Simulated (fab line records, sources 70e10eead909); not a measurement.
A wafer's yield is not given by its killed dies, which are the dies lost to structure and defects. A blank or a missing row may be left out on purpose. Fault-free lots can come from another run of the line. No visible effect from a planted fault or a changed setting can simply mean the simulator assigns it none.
Chamber matching | flow nand-harc | pecvd-02 running NHARC_P_M2_DEP_33: 3 sister chambers
The step deposits SiCN, target thk 30 nm. 18 wafers are shown with their chamber, then 9 later ones without.

WAFERS PAIRED WITH THEIR CHAMBERS
wafer  | chamber | heater-power-w (W)
L077.2 | 2       | 724
L077.3 | 0       | 631
L077.5 | 2       | 738
L080.2 | 0       | 698
L080.3 | 1       | 594
L080.5 | 2       | 718
L083.1 | 0       | 633
L083.2 | 2       | 741
L083.3 | 1       | 595
L085.2 | 1       | 716
L085.3 | 0       | 718
L085.6 | 1       | 715
L090.2 | 0       | 704
L090.5 | 2       | 680
L090.6 | 1       | 670
L092.1 | 2       | 829
L092.2 | 0       | 671
L092.4 | 1       | 676

SIGNATURES, as means of the wafers listed above
reading        | chamber 0 | chamber 1 | chamber 2 | scatter within a chamber
heater-power-w | 675.83    | 661.00    | 738.33    | 47.8
Rule: a wafer's distance from a chamber is the root of the sum, over the readings, of the square of ((its reading less the chamber's mean) divided by the reading's scatter). If the next closest chamber is less than 2 further off than the closest, the wafer can't be placed; otherwise it belongs to the closest. How the scatter is found: for the shown wafers, subtract from each reading the mean of its chamber, square and add these, divide the total by (wafers less chambers), then take the root.

WAFERS WITHOUT THEIR CHAMBER
wafer  | heater-power-w (W)
L094.1 | 688
L094.4 | 593
L094.5 | 683
L095.2 | 677
L095.5 | 670
L095.6 | 795
L096.1 | 710
L096.3 | 632
L096.4 | 801

THE CHAMBER EACH PASSED THROUGH
wafer  | from the rows above          | in truth
L094.1 | can't be placed: 0 or 1 or 2 | 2
L094.4 | can't be placed: 1 or 0 or 2 | 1
L094.5 | can't be placed: 0 or 1 or 2 | 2
L095.2 | can't be placed: 0 or 1 or 2 | 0
L095.5 | can't be placed: 0 or 1 or 2 | 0
L095.6 | can't be placed: 2 or 0 or 1 | 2
L096.1 | can't be placed: 2 or 0 or 1 | 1
L096.3 | can't be placed: 1 or 0 or 2 | 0
L096.4 | can't be placed: 2 or 0 or 1 | 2
Correctly placed: 0 of 9. Cannot be placed on the basis of these rows: 9; the candidates contain the true chamber in 9. Wrongly placed: 0.
